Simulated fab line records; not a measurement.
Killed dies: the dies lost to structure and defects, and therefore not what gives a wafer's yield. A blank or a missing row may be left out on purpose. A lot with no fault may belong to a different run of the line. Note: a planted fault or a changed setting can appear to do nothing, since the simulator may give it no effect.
fab line records	flow n5-finfet
record: lots: 4	wafers: 12	last-day: 19
route steps=1938 shown FIN_SAQP@126 FIN_CUT@154 STI_FIN_REVEAL@207 BEOL_M4@1111 PASSIVATION@1936
lots that met no fault: from a run of the same line without faults
start-h: the number of hours between the record's first day and the start of the first shown wafer of the lot	wait-h: time in hours since the lot's previous step	" repeats the value in the row above	L1.1+2: one row covering several wafers at once	- no value present, or no start provided	* or withheld: withheld	< > ~ a bound
route shown NAME@n: names a module that has steps shown in the file, with the first one's number in the route	usual: mean and standard deviation over wafers with no fault	same: alike in all rows	chamber/n: place in a boat	sites: per-site readings	_std_site: the values' standard deviation	_edge_site: inner sites' mean taken away from outer sites' mean	radius-mm: for every site, how far away it sits from the centre of the wafer	mask NAME#n: copy n	behind: the last tool/chamber to shape the wafer	hold: what put the lot on hold/how long, in hours/how the hold closed	device: whichever transistor did not switch (one of n, p or np)	end of line: tests of these same wafers at the route's end	step lacking rows: just its recipe	killed: dies lost to structure and defects at the first sort, not the wafer's yield	map: a wafer's dies, marking killed ones x, the rest . and places with no die _
set.NAME: the setting that was run; set.NAME@STEP: the one run at that earlier step	model.NAME: the simulator's own value behind a step, which no gauge read
lots at selected steps of the route; one table per step, one row per wafer
services: when a tool's chamber went out of use (start-h, in hours from the record's first day, below 0 if earlier), for how many hours, and the reason
== steps ==
step: N5_FIN_SAQP_SPACER1_ETCHBACK_25
recipe: chemistry: CHF3/O2	mode: anisotropic-etchback	target: SiO2	target-depth-a: 244	time-s: 12.2	pressure-mtorr: 30	source-w: 650	bias-w: 170	Ar_flow_sccm: 200	CHF3_flow_sccm: 50	O2_flow_sccm: 5	ion-energy-ev: 200
step: N5_FIN_SAQP_MANDREL1_REMOVE_56
recipe: chemistry: HBr/Cl2/O2	bt-time-s: 10	target: a-Si	stop-on: SiNx	endpoint: OES-SiCl	over-etch-frac: 1	icp-w: 600	bias-w: 22	HBr_flow_sccm: 150	Cl2_flow_sccm: 80	O2_flow_sccm: 5	pressure-mtorr: 10
step: N5_FIN_SAQP_ETCH_57
recipe: chemistry: CH3F/O2	target: SiNx	mask-material: SiO2	target-depth-a: 325	time-s: 46.4	pressure-mtorr: 30	source-w: 395	bias-w: 73	Ar_flow_sccm: 150	CH3F_flow_sccm: 30	O2_flow_sccm: 20	ion-energy-ev: 120	ends: cleared
step: N5_FIN_SAQP_ETCH_65
recipe: chemistry: CF4	target: SiO2	target-depth-a: 40	ion-energy-ev: 350	time-s: 4.4	pressure-mtorr: 10	icp-w: 800	bias-w: 400	cf4-flow-sccm: 80
step: N5_FIN_SAQP_MANDREL_ETCH_58
recipe: chemistry: HBr/Cl2	target: a-Si	target-depth-a: 450	bt-time-s: 10	stop-on: SiNx	mask-material: SiO2	over-etch-frac: 0.8	time-s: 27	pressure-mtorr: 10	icp-w: 800	bias-w: 75	HBr_flow_sccm: 150	Cl2_flow_sccm: 80	ends: end-point
step: N5_FIN_SAQP_RECESS_63
recipe: chemistry: HF/NH3	target: SiO2	target-depth-a: 180	afs-cycles: 3	temp-c: 30	sublimation-temp-c: 180	sublimation-time-s: 60
step: N5_FIN_SAQP_COAT_68
recipe: resist: SOC	temp-c: 250	time-s: 60	spin-rpm: 1500	resist-thk-nm: 100
step: N5_FIN_SAQP_ETCH_69
recipe: chemistry: N2/H2	target: SOC	target-depth-a: 1500	stop-on: SiNx	ion-energy-ev: 100	bias-w: 61	pressure-mtorr: 30	source-w: 850	n2-flow-sccm: 200	h2-flow-sccm: 200
step: N5_FIN_SAQP_ETCH_67
recipe: chemistry: CH3F/O2	target: SiNx	target-depth-a: 300	mask-material: SOC	pressure-mtorr: 30	source-w: 395	bias-w: 73	Ar_flow_sccm: 150	CH3F_flow_sccm: 30	O2_flow_sccm: 20	ion-energy-ev: 120
step: N5_FIN_SAQP_STRIP_70
recipe: chemistry: N2/H2	power-w: 500	temp-c: 40	pressure-mtorr: 50	rf-frequency-hz: 6e+07	overash-fraction: 0.3	bias-power-w: 28	h2-frac: 0.5	n2-flow-sccm: 300	h2-flow-sccm: 300
step: N5_FIN_SAQP_RECESS_71
recipe: chemistry: HF/NH3	target: SiO2	target-depth-a: 30	afs-cycles: 1	temp-c: 30	sublimation-temp-c: 180	sublimation-time-s: 60
step: N5_FIN_SAQP_SPACER2_ALD_28
recipe: material: SiO2	target-thk-a: 81	temp-c: 300	ald-precursor-family: BDEAS	ald-co-reactant: O2-plasma	pulse-time-s: 1	purge-time-s: 2	co-reactant-purge-time-s: 2	pressure-torr: 2
usual: heater-power-w: 482/33	precursor-pulse-height-rel: 0.998/0.019
lot.wafer	tool	chamber	start-h	wait-h	heater-power-w	precursor-pulse-height-rel	model.SiO2_of_FIN_SAQP_SPACER2_ALD_28.thk-nm
L933.1	ald-sin-03	3	91.60	0.1	496	0.975	8.2
L933.3	"	2	"	"	434	1.042	8.2
L933.5	"	1	"	"	474	1.024	8.2
L941.1	ald-sin-03	1	139.34	0.1	463	0.997	10.8
L941.3	"	0	"	"	451	1.004	8
L941.5	"	1	"	"	467	1.008	10.6
L944.2	ald-sin-03	3	157.85	0.7	505	0.986	10.6
L944.5	"	1	"	"	473	1.000	10.6
L944.6	"	0	"	"	483	0.995	8
L945.2	ald-sin-04	3	163.11	0.1	498	0.999	8.2
L945.4	"	0	"	"	520	1.010	8.2
L945.5	"	3	"	"	495	1.013	8
step: N5_FIN_SAQP_SPACER2_ETCHBACK_29
recipe: chemistry: CHF3/O2	mode: anisotropic-etchback	target: SiO2	target-depth-a: 122	time-s: 6.1	pressure-mtorr: 30	source-w: 650	bias-w: 170	Ar_flow_sccm: 200	CHF3_flow_sccm: 50	O2_flow_sccm: 5	ion-energy-ev: 200
step: N5_FIN_SAQP_MANDREL2_REMOVE_60
recipe: chemistry: HBr/Cl2/O2	bt-time-s: 10	target: a-Si	stop-on: SiNx	endpoint: OES-SiCl	over-etch-frac: 1	icp-w: 600	bias-w: 22	HBr_flow_sccm: 150	Cl2_flow_sccm: 80	O2_flow_sccm: 5	pressure-mtorr: 10
usual: drypump-motor-current-A: 5.5/0.45	oes-product-au: 1.006/0.018	throttle-valve-pct: 36.9/0.31
lot.wafer	tool	chamber	start-h	wait-h	drypump-motor-current-A	oes-product-au	rf-hours-counter-h	throttle-valve-pct	model.FIN_SAQP.cd-nm
L933.1	rie-si-05	3	92.01	0.1	5.2	1.007	101	36.6	8.2
L933.3	"	0	"	"	5.9	1.008	117	36.8	8.2
L933.5	"	3	"	"	5.2	1.012	-	36.6	8
L941.1	rie-si-03	0	139.76	0.1	6.2	0.985	19	37.4	10.8
L941.3	"	1	"	"	5.1	1.037	3	36.3	8.2
L941.5	"	1	"	"	5.1	1.023	-	36.3	10.6
L944.2	rie-si-03	1	158.26	0.1	5.1	1.038	4	36.3	10.8
L944.5	"	0	"	"	6.2	0.986	-	37.4	10.8
L944.6	"	3	"	"	5.2	0.992	-	37.2	8
L945.2	rie-si-03	0	163.52	0.1	6.2	0.976	20	37.4	8.2
L945.4	"	2	"	"	5.8	1.020	10	36.8	8
L945.5	"	0	"	"	6.2	0.982	-	37.4	8.2
step: N5_FIN_SAQP_CD_MEAS_31
recipe: target-cd-nm: 8	landing-energy-ev: 1000	detector: se-inlens	polarity: line
usual: cd-nm: 8.12/0.23
lot.wafer	tool	chamber	start-h	wait-h	cd-nm
L933.1	cd-sem-01	0	92.12	0.1	8.23
L933.3	"	0	"	"	8.24
L933.5	"	0	"	"	8.03
L941.1	cd-sem-02	0	139.87	0.1	11.00
L941.3	"	0	"	"	7.86
L941.5	"	0	"	"	10.73
L944.2	cd-sem-01	0	158.37	0.1	10.97
L944.5	"	0	"	"	10.98
L944.6	"	0	"	"	7.93
L945.2	cd-sem-03	0	163.63	0.1	8.26
L945.4	"	0	"	"	8.35
L945.5	"	0	"	"	8.48
step: N5_FIN_SAQP_HM_OPEN_33
recipe: chemistry: CH3F/O2	target: SiNx	mask-material: SiO2	target-depth-a: 494	time-s: 70.6	pressure-mtorr: 30	source-w: 395	bias-w: 73	Ar_flow_sccm: 150	CH3F_flow_sccm: 30	O2_flow_sccm: 20	ion-energy-ev: 120	ends: cleared
step: N5_FIN_SAQP_ETCH_34
recipe: chemistry: C4F6/O2	target: SiO2	target-depth-a: 450	time-s: 15	ion-energy-ev: 250	pressure-mtorr: 30	source-w: 345	bias-w: 185	Ar_flow_sccm: 300	C4F6_flow_sccm: 10	O2_flow_sccm: 10	ends: cleared
step: N5_FIN_SAQP_STRIP_77
recipe: chemistry: N2/H2	time-s: 90	power-w: 100	temp-c: 40	pressure-mtorr: 100	rf-frequency-hz: 6e+07	bias-power-w: 3	n2-flow-sccm: 300	h2-flow-sccm: 300
step: N5_FIN_SAQP_HM_CD_35
recipe: target-cd-nm: 8	polarity: line
usual: cd-nm: 8.08/0.22
lot.wafer	tool	chamber	start-h	wait-h	cd-nm
L933.1	cd-sem-03	-	92.39	0.1	7.99
L933.3	"	-	"	"	8.05
L933.5	"	-	"	"	7.67
L941.1	cd-sem-03	-	140.13	0.1	10.67
L941.3	"	-	"	"	8.05
L941.5	"	-	"	"	10.44
L944.2	cd-sem-01	-	158.63	0.1	10.92
L944.5	"	-	"	"	10.91
L944.6	"	-	"	"	7.99
L945.2	cd-sem-02	-	164.04	0.1	8.29
L945.4	"	-	"	"	7.65
L945.5	"	-	"	"	8.16
step: N5_FIN_SAQP_ETCH_64
recipe: chemistry: CF4	target: SiO2	target-depth-a: 15	ion-energy-ev: 350	pressure-mtorr: 10	icp-w: 800	bias-w: 400	cf4-flow-sccm: 80
step: N5_FIN_SAQP_FIN_ETCH_36
recipe: chemistry: HBr/Cl2/O2	target-depth-a: 1200	mask-material: SiNx	time-s: 50.4	bias-w: 102	pressure-mtorr: 10	icp-w: 800	HBr_flow_sccm: 150	Cl2_flow_sccm: 80	O2_flow_sccm: 12
usual: drypump-motor-current-A: 5.5/0.44	oes-product-au: 1.009/0.016	throttle-valve-pct: 36.18/0.27
lot.wafer	tool	chamber	start-h	wait-h	drypump-motor-current-A	oes-product-au	rf-hours-counter-h	throttle-valve-pct	model.FIN_SAQP.cd-nm
L933.1	rie-si-03	1	92.46	0.0	5.1	1.022	2	35.69	8.2
L933.3	"	2	"	"	5.8	1.011	9	36.12	8.2
L933.5	"	3	"	"	5.2	0.984	-	36.53	8
L941.1	rie-si-02	0	140.21	0.0	4.8	1.024	66	36.04	10.8
L941.3	"	3	"	"	5.4	1.009	39	36.48	8.2
L941.5	"	1	"	"	5.6	0.983	-	36.06	10.4
L944.2	rie-si-05	1	158.70	0.0	4.7	0.998	72	36.42	10.8
L944.5	"	2	"	"	5.8	0.998	-	36.28	10.8
L944.6	"	3	"	"	5.2	1.009	-	35.94	8
L945.2	rie-si-02	0	164.10	0.0	4.8	1.031	67	36.01	8.2
L945.4	"	1	"	"	5.6	0.990	76	36.03	8
L945.5	"	2	"	"	5.8	1.040	-	36.01	8.2
step: N5_FIN_SAQP_CD_MEAS_37
recipe: target-cd-nm: 8	polarity: line
usual: cd-nm: 8.10/0.24
lot.wafer	tool	chamber	start-h	wait-h	cd-nm
L933.1	cd-sem-02	-	92.58	0.1	8.08
L933.3	"	-	"	"	7.90
L933.5	"	-	"	"	8.14
L941.1	cd-sem-02	-	140.33	0.1	11.03
L941.3	"	-	"	"	7.97
L941.5	"	-	"	"	10.52
L944.2	cd-sem-02	-	158.82	0.1	10.94
L944.5	"	-	"	"	10.94
L944.6	"	-	"	"	7.97
L945.2	cd-sem-03	-	164.22	0.1	8.26
L945.4	"	-	"	"	8.34
L945.5	"	-	"	"	8.53
step: N5_FIN_SAQP_PRECLEAN_38
recipe: chemistry: O3/DIW	time-s: 45	temp-c: 22	o3-ppm: 10
step: N5_FIN_SAQP_PRECLEAN_45
recipe: chemistry: dHF	time-s: 10	dilution: 500:1	temp-c: 25
step: N5_FIN_SAQP_SRD_39
recipe: dry: ipa-marangoni	time-s: 30	temp-c: 23	rinse-liquid: diw
step: N5_FIN_CUT_COAT_18
recipe: resist: SOC	temp-c: 250	time-s: 60	spin-rpm: 1500	resist-thk-nm: 230
step: N5_FIN_CUT_COAT_19
recipe: resist: SiARC	temp-c: 220	time-s: 60	spin-rpm: 1500	resist-thk-nm: 20
step: N5_FIN_CUT_COAT_29
recipe: resist: underlayer	temp-c: 205	time-s: 60	spin-rpm: 1500	resist-thk-nm: 10
step: N5_FIN_CUT_COAT_02
recipe: resist: CAR-EUV	spin-rpm: 1500	resist-thk-nm: 30
step: N5_FIN_CUT_EBR_04
recipe: solvent: PGMEA	ebr-width-mm: 1.5
step: N5_FIN_CUT_SOFTBAKE_03
recipe: temp-c: 110	time-s: 60	resist: CAR-EUV
step: N5_FIN_CUT_EXPOSE_05
recipe: mask-id: FIN_CUT	na: 0.33	source-shape: annular	sigma-inner: 0.35	sigma-outer: 0.8	polarization: unpolarized	dose-mj: 45.75
step: N5_FIN_CUT_PEB_06
recipe: peb-temp-c: 100	peb-time-s: 60	resist: CAR-EUV
step: N5_FIN_CUT_DEVELOP_07
recipe: develop-time-s: 30	developer: TMAH	resist: CAR-EUV	rinse-liquid: surfactant-rinse	dry: air-spin	dev-temp-c: 23
step: N5_FIN_CUT_DESCUM_13
recipe: chemistry: O2	time-s: 7	source-power-w: 50	bias-power-w: 20	pressure-mtorr: 20	rf-frequency-hz: 2.712e+07	temp-c: 40	resist: CAR-EUV	o2-flow-sccm: 225
step: N5_FIN_CUT_ETCH_30
recipe: chemistry: N2/H2	target: underlayer	target-depth-a: 130	mask-material: CAR-EUV	time-s: 10.4	ion-energy-ev: 200	pressure-mtorr: 30	source-w: 840	bias-w: 150	n2-flow-sccm: 200	h2-flow-sccm: 200	ends: cleared
step: N5_STI_FIN_REVEAL_CD_MEAS_22
recipe: target-cd-nm: 6.238	pitch-nm: 28	polarity: line
usual: cd-nm: 6.23/0.22
lot.wafer	tool	chamber	start-h	wait-h	cd-nm
L933.1	cd-sem-01	-	102.78	0.0	6.25
L933.3	"	-	"	"	6.25
L933.5	"	-	"	"	6.30
L941.1	cd-sem-01	-	151.05	0.0	8.94
L941.3	"	-	"	"	5.98
L941.5	"	-	"	"	8.26
L944.2	cd-sem-03	-	168.87	0.0	8.88
L944.5	"	-	"	"	9.07
L944.6	"	-	"	"	6.06
L945.2	cd-sem-02	-	174.89	0.0	6.65
L945.4	"	-	"	"	5.91
L945.5	"	-	"	"	6.38
step: N5_BEOL_M4_RC_MEAS_101
usual: DIBL_N: 36.1/1.6	DIBL_P: 35.7/1.8	IOFF_N: 0.159/0.027	IOFF_N_85C: 3.1/0.44	IOFF_N_LIN: 0.073/0.0097	IOFF_P: 0.21/0.03	IOFF_P_85C: 3.6/0.43	IOFF_P_LIN: 0.100/0.011	ION_N: 673/10	ION_P: 462/7.4	SS_N: 71.4/0.56	SS_P: 73.2/0.61	VT_N: 249.7/3	VT_N_LVT: 98.3/2.8	VT_P: -250/3.1	VT_P_LVT: -98.4/2.7
lot.wafer	tool	chamber	start-h	wait-h	DIBL_N[mV/V]	DIBL_P[mV/V]	IOFF_N[nA/um]	IOFF_N_85C[nA/um]	IOFF_N_LIN[nA/um]	IOFF_P[nA/um]	IOFF_P_85C[nA/um]	IOFF_P_LIN[nA/um]	ION_N[uA/um]	ION_P[uA/um]	SS_N[mV/dec]	SS_P[mV/dec]	VT_N[mV]	VT_N_LVT[mV]	VT_P[mV]	VT_P_LVT[mV]
L933.1	prober-02	0	233.33	0.0	34.8	35.1	0.143	2.8	0.070	0.19	3.3	0.094	666	460	70.8	73.1	252.5	100.8	-251	-101.1
L933.3	"	0	"	"	35.1	35.9	0.156	3.1	0.076	0.20	3.5	0.098	683	468	71.5	73.0	249.0	100.5	-249	-101.5
L933.5	"	0	"	"	34.7	35.2	0.138	2.8	0.069	0.19	3.3	0.093	671	460	70.9	72.8	250.0	101.7	-253	-102.1
L941.1	prober-02	0	282.78	0.0	53.4	57.8	1.679	22.0	0.527	1.22	16.4	0.356	785	522	75.7	78.0	208.7	59.5	-226	-76.0
L941.3	"	0	"	"	36.5	34.4	0.148	2.9	0.070	0.19	3.4	0.092	673	459	71.2	73.0	252.9	100.0	-251	-101.1
L941.5	"	0	"	"	52.0	54.3	1.273	17.3	0.401	0.94	12.9	0.290	771	504	75.9	77.6	218.1	65.9	-231	-79.1
L945.2	prober-02	0	329.06	0.2	39.1	38.5	0.197	3.7	0.089	0.30	4.7	0.129	681	470	71.4	74.1	245.4	95.2	-243	-92.9
L945.4	"	0	"	"	35.9	34.2	0.139	2.7	0.067	0.20	3.4	0.098	671	468	70.7	73.6	249.0	99.3	-250	-98.5
L945.5	"	0	"	"	38.1	36.9	0.179	3.4	0.081	0.26	4.1	0.115	678	473	71.4	73.8	247.1	96.4	-244	-94.3
L944.2	prober-01	0	341.86	0.2	54.2	59.6	2.017	25.3	0.614	1.57	19.9	0.456	809	530	75.7	78.6	206.6	55.6	-219	-69.3
L944.5	"	0	"	"	53.8	58.0	1.941	24.6	0.576	1.42	18.6	0.427	795	524	75.6	79.1	207.9	56.5	-222	-69.7
L944.6	"	0	"	"	35.1	34.2	0.147	2.9	0.068	0.21	3.7	0.106	658	462	71.1	73.2	250.4	98.2	-248	-95.8
step: N5_PASSIVATION_PROBE_49
usual: defect-limited-yield: 91.0/1.3	killed_at_M0_to_M3: 33/10	killed_at_M4_up: 14/5.6	killed-at-contacts: 12/5.8	killed-at-front-end: 43/11	killed-at-other: 4.1/2.8	killed-dies: 106/15	killed-open: 70/12	killed-short: 34/7.5	sort_bin_4_leakage: 0.00/0.0099	sort_bin_5_function: 5.3/0.88	sort_bin_6_memory: 3.3/0.64	sort-n-pass: 1074/15	sort-yield-pct: 91.0/1.3
same: gross-dies: 1180	killed-at-back-side: 0	sort_bin_8_speed[%]: 0
lot.wafer	tool	chamber	start-h	wait-h	defect-limited-yield[%]	killed_at_M0_to_M3	killed_at_M4_up	killed-at-contacts	killed-at-front-end	killed-at-other	killed-dies	killed-open	killed-short	sort_bin_4_leakage[%]	sort_bin_5_function[%]	sort_bin_6_memory[%]	sort-n-pass	sort-yield-pct[%]
L933.1	prober-01	-	347.30	0.0	91.2	47	8	14	34	1	104	65	37	0	5.4	3.2	1076	91.2
L933.3	prober-01	-	347.40	0.1	91.4	42	12	5	40	2	101	55	43	0	3.9	3.6	1079	91.4
L933.5	prober-01	-	347.50	0.2	90.2	52	10	16	33	5	116	67	44	0	5.5	3.7	1064	90.2
L941.1	prober-02	-	380.16	0.0	92.4	22	14	24	28	2	90	59	30	92.37	4.7	2.8	0	0
L941.3	prober-02	-	380.26	0.1	90.9	39	13	22	28	5	107	78	28	0	5.3	3.4	1073	90.9
L941.5	prober-02	-	380.36	0.2	90.5	46	4	20	38	4	112	73	38	90.51	5.8	3.6	0	0
L945.2	prober-01	-	426.54	0.1	89.4	26	29	10	57	3	125	87	37	0	6.6	3.8	1055	89.4
L945.4	prober-01	-	426.64	0.2	89.4	29	13	22	56	5	125	75	44	0	6.8	3.0	1055	89.4
L945.5	prober-01	-	426.69	0.2	91.1	32	14	12	44	3	105	73	26	0	5.3	3.2	1075	91.1
L944.2	prober-01	-	450.01	0.1	90.9	45	7	8	36	11	107	67	35	90.93	5.1	3.5	0	0
L944.5	prober-01	-	450.16	0.2	91.1	28	17	13	34	13	105	65	35	91.10	4.9	3.5	0	0
L944.6	prober-01	-	450.21	0.3	91.6	36	8	12	34	9	99	58	38	0	4.3	3.2	1081	91.6
killed by level:class
L933.1 BEOL_M0_SAQP:geometric-particle:open=11 MOL_CONTACT_COAG:geometric-particle:open=10 BEOL_M0_SAQP:geometric-particle:short=9 BEOL_M2:geometric-particle:open=7 BEOL_M1:geometric-particle:open=6 BEOL_M3:geometric-particle:open=6 FIN_SAQP:geometric-particle:short=5 GATE_CUT:geometric-particle:short=5
L933.3 BEOL_M0_SAQP:geometric-particle:short=12 FIN_SAQP:geometric-particle:short=10 STI_FIN_REVEAL:geometric-particle:open=10 BEOL_M0_SAQP:geometric-particle:open=6 BEOL_M1:geometric-particle:open=6 BEOL_M2:geometric-particle:open=5 BEOL_M2:geometric-particle:short=4 FIN_SAQP:geometric-particle:open=3
L933.5 BEOL_M0_SAQP:geometric-particle:short=15 MOL_CONTACT_COAG:geometric-particle:open=14 STI_FIN_REVEAL:geometric-particle:open=12 BEOL_M0_SAQP:geometric-particle:open=10 BEOL_M2:geometric-particle:short=10 BEOL_M3:geometric-particle:open=8 BEOL_M1:geometric-particle:open=5 BEOL_M4:geometric-particle:open=4
L941.1 MOL_CONTACT_COAG:geometric-particle:open=18 STI_FIN_REVEAL:geometric-particle:open=8 BEOL_M3:geometric-particle:open=7 BEOL_M0_SAQP:geometric-particle:open=6 FIN_SAQP:geometric-particle:short=5 MOL_CONTACT_COAG:geometric-particle:short=5 BEOL_M5:geometric-particle:open=4 STI_FIN_REVEAL:geometric-particle:short=3
L941.3 MOL_CONTACT_COAG:geometric-particle:open=19 BEOL_M0_SAQP:geometric-particle:open=11 BEOL_M3:geometric-particle:open=8 STI_FIN_REVEAL:geometric-particle:open=7 BEOL_M1:geometric-particle:short=6 BEOL_M5:geometric-particle:open=6 BEOL_M0_SAQP:geometric-particle:short=4 FIN_SAQP:geometric-particle:open=3
L941.5 MOL_CONTACT_COAG:geometric-particle:open=15 BEOL_M3:geometric-particle:open=10 BEOL_M0_SAQP:geometric-particle:short=8 BEOL_M1:geometric-particle:open=7 FIN_SAQP:geometric-particle:open=6 STI_FIN_REVEAL:geometric-particle:open=6 MOL_CONTACT_COAG:geometric-particle:short=5 BEOL_M0_SAQP:geometric-particle:open=5
L945.2 FIN_SAQP:geometric-particle:open=20 BEOL_M4:geometric-particle:open=12 STI_FIN_REVEAL:geometric-particle:open=11 FIN_SAQP:geometric-particle:short=10 BEOL_M3:geometric-particle:open=9 MOL_CONTACT_COAG:geometric-particle:open=6 DUMMY_GATE:geometric-particle:open=5 BEOL_M1:geometric-particle:open=5
L945.4 FIN_SAQP:geometric-particle:open=17 MOL_CONTACT_COAG:geometric-particle:open=17 FIN_SAQP:geometric-particle:short=12 STI_FIN_REVEAL:geometric-particle:open=8 BEOL_M0_SAQP:geometric-particle:short=6 BEOL_M3:geometric-particle:open=6 BEOL_M4:geometric-particle:open=6 MOL_CONTACT_COAG:geometric-particle:short=5
L945.5 STI_FIN_REVEAL:geometric-particle:open=21 MOL_CONTACT_COAG:geometric-particle:open=10 BEOL_M0_SAQP:geometric-particle:open=9 BEOL_M0_SAQP:geometric-particle:short=8 BEOL_M4:geometric-particle:open=8 FIN_SAQP:geometric-particle:open=7 BEOL_M1:geometric-particle:open=6 HKMG_FIN:area-etch=4
L944.2 FIN_SAQP:geometric-particle:open=13 BEOL_M0_SAQP:geometric-particle:open=10 BEOL_M2:geometric-particle:open=8 STI_FIN_REVEAL:geometric-particle:open=7 MOL_CONTACT_COAG:geometric-particle:open=6 BEOL_M0_SAQP:geometric-particle:short=6 BEOL_M1:geometric-particle:open=6 BEOL_M2:geometric-particle:short=6
L944.5 MOL_CONTACT_COAG:geometric-particle:open=9 STI_FIN_REVEAL:geometric-particle:open=9 BEOL_M1:geometric-particle:open=8 FIN_SAQP:geometric-particle:open=5 BEOL_M0_SAQP:geometric-particle:open=5 STARTING-WAFER:geometric-particle:short=5 MOL_CONTACT_COAG:geometric-particle:short=4 BEOL_M2:geometric-particle:open=4
L944.6 MOL_CONTACT_COAG:geometric-particle:open=10 STI_FIN_REVEAL:geometric-particle:open=9 BEOL_M3:geometric-particle:open=7 BEOL_M2:geometric-particle:open=7 BEOL_M0_SAQP:geometric-particle:short=5 BEOL_M1:geometric-particle:open=5 GATE_CUT:geometric-particle:short=4 BEOL_M3:geometric-particle:short=4
map L941.5 (x killed, . not)
_________________...x.....x.x________________
______________...........x......_____________
___________xx......................__________
__________.................x....xx.._________
________.......x.....................x_______
_______.......x.....x..x........xx.....______
______....x.....................x......._____
_____.......xx.....xx..................x.____
____..........x.............x...x.x.......___
___.......xx...........x..x................__
___x.x...............x.........xx..........__
__.......x.x.................x.............._
__......x..............xx.....x......x......_
_.........x................x.................
_..x...................................x.....
_...................x.....x.x....x...........
_..........x........................x...xx...
_..........x......x...x..x.....x.....xx......
_..x......x...........x........x....x.x......
_.......x..x.........xx...x.x................
_x........................................x..
__x..x.......................x.............._
__...........................x.............._
___.x.....x.x............x............x....__
___x................x..................x...__
____..x...x...........................x..x___
_____.................x...............x..____
______....................x..x.....x...._____
_______......................x.........______
________................x.x.x.....xx.._______
__________..x..........x............_________
___________.....xx..x...........x..__________
______________.x................_____________
_________________......x.....________________
map L944.2 (x killed, . not)
_________________............________________
______________.x...........x...._____________
___________.x...x.......x..........__________
__________.....................x...._________
________.......x..........x..........._______
_______.x......x...x..................x______
______.......x........x....x.....x....x._____
_____............x....x.x...x............____
____............x..............x..........___
___..........x......x........x.............__
___..........x.x.xx............x...x...x...__
__.............................x.........x.._
__.......................x................x._
_..x..x..x.x...x..x....................x.....
_..........x...x..x.....x.......x............
_x..........x.............x..............x...
_..............x....x...x..x.................
_................x.x.........................
_.x..........x..x....x.....x.................
_.x......x.x.............................x..x
_........x........x...............x.......x..
__.............x..x..........x.............._
__.................................xx......._
___...........x.....x.x..x...x.x.....x.....__
___...................x.............x......__
____...............x......................___
_____................x....x....x....x..x.____
______...x..............x..x............_____
_______..x....x.....................x..______
________...................x.......x.._______
__________.......x...x..x..........._________
___________.......x.x..............__________
______________..............x..._____________
_________________............________________
== services ==
tool	chamber	start-h	hours	kind
rie-si-02	3	67.78	4.5	repair
ald-sin-04	0	68.83	2.1	repair
rie-si-02	1	100.25	3.1	repair
ald-sin-03	1	114.06	7.8	repair
ald-sin-03	-	162.30	6.1	pm
== key ==
first-sign: step: N5_FIN_SAQP_CD_MEAS_31	reading: cd-nm	direction: up	sigmas: 12	usual: 8.12	struck: 10.92
effect: step: N5_FIN_SAQP_HM_CD_35	reading: cd-nm	direction: up	sigmas: 12	usual: 8.08	struck: 10.73
effect: step: N5_FIN_SAQP_CD_MEAS_37	reading: cd-nm	direction: up	sigmas: 11	usual: 8.10	struck: 10.86
effect: step: N5_STI_FIN_REVEAL_CD_MEAS_22	reading: cd-nm	direction: up	sigmas: 12	usual: 6.23	struck: 8.79
effect: step: N5_BEOL_M4_RC_MEAS_101	reading: IOFF_N	direction: up	sigmas: 57	usual: 0.159	struck: 1.728
effect: step: N5_BEOL_M4_RC_MEAS_101	reading: IOFF_N_LIN	direction: up	sigmas: 47	usual: 0.073	struck: 0.529
effect: step: N5_BEOL_M4_RC_MEAS_101	reading: IOFF_N_85C	direction: up	sigmas: 44	usual: 3.1	struck: 22.3
effect: step: N5_BEOL_M4_RC_MEAS_101	reading: IOFF_P	direction: up	sigmas: 36	usual: 0.21	struck: 1.29
effect: step: N5_BEOL_M4_RC_MEAS_101	reading: IOFF_P_85C	direction: up	sigmas: 31	usual: 3.6	struck: 16.9
effect: step: N5_BEOL_M4_RC_MEAS_101	reading: IOFF_P_LIN	direction: up	sigmas: 25	usual: 0.100	struck: 0.382
effect: step: N5_BEOL_M4_RC_MEAS_101	reading: VT_N_LVT	direction: down	sigmas: 14	usual: 98.3	struck: 59.4
effect: step: N5_BEOL_M4_RC_MEAS_101	reading: VT_N	direction: down	sigmas: 13	usual: 249.7	struck: 210.3
effect: step: N5_BEOL_M4_RC_MEAS_101	reading: DIBL_P	direction: up	sigmas: 12	usual: 35.7	struck: 57.4
effect: step: N5_BEOL_M4_RC_MEAS_101	reading: ION_N	direction: up	sigmas: 11	usual: 673	struck: 790
effect: step: N5_BEOL_M4_RC_MEAS_101	reading: DIBL_N	direction: up	sigmas: 11	usual: 36.1	struck: 53.3
effect: step: N5_BEOL_M4_RC_MEAS_101	reading: VT_P_LVT	direction: up	sigmas: 9.3	usual: -98.4	struck: -73.5
effect: step: N5_PASSIVATION_PROBE_49	reading: sort_bin_4_leakage	direction: up	sigmas: 99+	usual: 0.00	struck: 91.23
model-effect: step: N5_FIN_SAQP_SPACER2_ALD_28	value: SiO2_of_FIN_SAQP_SPACER2_ALD_28.thk-nm	without: 8.05	struck: 10.65
model-effect: step: N5_FIN_SAQP_MANDREL2_REMOVE_60	value: FIN_SAQP.cd-nm	without: 8.15	struck: 10.75
model-effect: step: N5_FIN_SAQP_FIN_ETCH_36	value: FIN_SAQP.cd-nm	without: 8.1	struck: 10.7
met-at N5_FIN_SAQP_SPACER2_ALD_28
struck-wafers L941.1,L941.5,L944.2,L944.5
onset-between 91.60 139.34
fault: kind: process-parameter-drift	tool: ald-sin-03	chamber: -	onset-h: 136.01	steps: N5_FIN_SAQP_SPACER2_ALD_28	channel: target-thk-a	offset: *	shape: step	end-h: 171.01	scope: struck-wafers-only	acts-in: *	stated: *
